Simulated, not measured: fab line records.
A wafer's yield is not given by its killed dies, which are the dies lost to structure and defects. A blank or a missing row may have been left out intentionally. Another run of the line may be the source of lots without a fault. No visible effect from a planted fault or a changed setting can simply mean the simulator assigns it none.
Which tool is to blame? ; flow n5Finfet ; 27 wafers from 9 lots sampled at 3 of the route's 1938 steps

WHAT THE GAUGES SHOWED, per wafer
N5_BEOL_M7_THK_MEAS_01.
lot;measured;on;M7_ILD_THK (nm)
L995;day 9 04:58;filmMetro-01;156.6 158.7 155.7
L996;day 9 06:34;filmMetro-02;154.6 155.8 157.6
L998;day 9 18:36;filmMetro-02;151.3 156.8 153.5
L100;day 10 08:56;filmMetro-02;152.1 152.6 155.6
L105;day 11 08:23;filmMetro-01;156.0 154.2 65.1
L107;day 12 09:00;filmMetro-01;152.9 68.5 67.4
L113;day 14 02:30;filmMetro-01;153.6 157.8 155.6
L116;day 14 16:22;filmMetro-01;156.7 159.4 158.1
L117;day 15 08:35;filmMetro-01;155.3 151.2 154.8

TOOL THAT RAN EACH LOT (tool first, then ch and the chambers of the sampled wafers, then the start)
lot;N5_BEOL_M6_SPUTTER_48;N5_BEOL_M7_ILD_DEP_00
L995;pvdSputter-01, day 9 03:01;pecvd-02 ch 0,1,2, day 9 04:24
L996;pvdSputter-02, day 9 03:23;pecvd-04 ch 0,1, day 9 05:59
L998;pvdSputter-02, day 9 17:01;pecvd-04 ch 1,2, day 9 18:01
L100;pvdSputter-01, day 10 06:19;pecvd-04 ch 1,2, day 10 08:03
L105;pvdSputter-01, day 11 06:49;pecvd-04 ch 0,1,2, day 11 07:49
L107;pvdSputter-03, day 12 03:26;pecvd-04 ch 0,2, day 12 08:26
L113;pvdSputter-02, day 13 23:59;pecvd-02 ch 2, day 14 01:54
L116;pvdSputter-02, day 14 14:42;pecvd-04 ch 0,2, day 14 15:46
L117;pvdSputter-03, day 15 06:55;pecvd-01 ch 0,2, day 15 07:58
- N5_BEOL_M6_SPUTTER_48: material Cu, target thk 10 nm, time 1.667 s.
- N5_BEOL_M7_ILD_DEP_00: deposits SiCOH lowk from DEMS/porogen, target thk 179.75 nm, time 33.4 s.

THE ANSWER, worked out from the rows above alone
Rule: the lots themselves supply what counts as usual. Put in order of their means at a reading, lots are off if they are a third of the lots or fewer, leave a main group of 4 or more, and stand apart from it by a gap of 3 or more times the standard deviation of the main group's means; of several such gaps the widest counts. Not used: any main group whose means are identical at the precision the tables above print for the reading. A lot without any number at a reading at which 4 lots or more have one is off too. Any other lot the step has rows for is counted as sound.
Off: at N5_BEOL_M7_THK_MEAS_01 (M7_ILD_THK), L105, L107. For the main group the mean is 155.4 nm and the standard deviation 1.6.
If a tool, at a process step before that reading, ran all the lots that are off and no sound lot after the first of them, it fits. The gauges at N5_BEOL_M7_THK_MEAS_01 are tried like those tools. None of those tried fits.

WHAT THE SIMULATOR HAD PUT IN
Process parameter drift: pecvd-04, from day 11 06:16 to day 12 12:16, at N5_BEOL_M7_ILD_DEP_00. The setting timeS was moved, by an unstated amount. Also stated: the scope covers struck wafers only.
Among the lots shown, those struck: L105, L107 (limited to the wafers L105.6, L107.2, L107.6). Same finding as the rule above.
